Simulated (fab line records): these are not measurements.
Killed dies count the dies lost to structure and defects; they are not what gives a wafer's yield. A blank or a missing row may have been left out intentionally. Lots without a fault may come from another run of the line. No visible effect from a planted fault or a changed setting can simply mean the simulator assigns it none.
Chamber matching | flow n5 finfet | N5_BEOL_M1_CMP_52 on cmp-01: 4 sister chambers
The step polishes, stops on SiOC, t overpolish 6.8 s, target thk 40 nm. 4 wafers are shown with their chamber, then 7 later ones without.

WAFERS WITH THEIR CHAMBER
wafer  | chamber | motor current A (A)
L092.1 | 3       | 6.6
L092.4 | 2       | 6.1
L092.5 | 1       | 5.9
L095.5 | 0       | 4.4

WAFERS WHOSE CHAMBER IS MISSING
wafer  | motor current A (A)
L095.6 | 6.5
L096.1 | 6.5
L096.3 | 4.6
L096.5 | 6.6
L094.1 | 4.6
L094.5 | 5.7
L094.6 | 4.8

EACH ONE'S CHAMBER
wafer  | from the rows above     | in truth
L095.6 | can't be placed: 3 or 2 | 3
L096.1 | can't be placed: 3 or 2 | 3
L096.3 | 0                       | 0
L096.5 | 3                       | 3
L094.1 | 0                       | 0
L094.5 | can't be placed: 1 or 2 | 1
L094.6 | 0                       | 0
Correct placement for 4 of the 7. Can't be placed from these rows: 3 (the true chamber is among the candidates in 3). 0 placed wrongly.
How it was worked out, from the rows above alone: a wafer's distance from a chamber is the root of the sum, over the readings, of the square of ((its reading less the chamber's mean) divided by the reading's scatter). The wafer belongs to the nearest chamber; if the next one is less than 2 further off, it can't be placed. The mean given for a chamber averages the wafers shown for that chamber. The scatter: root of mean squared gap, hidden wafer to nearest shown wafer, with one shown wafer a chamber.
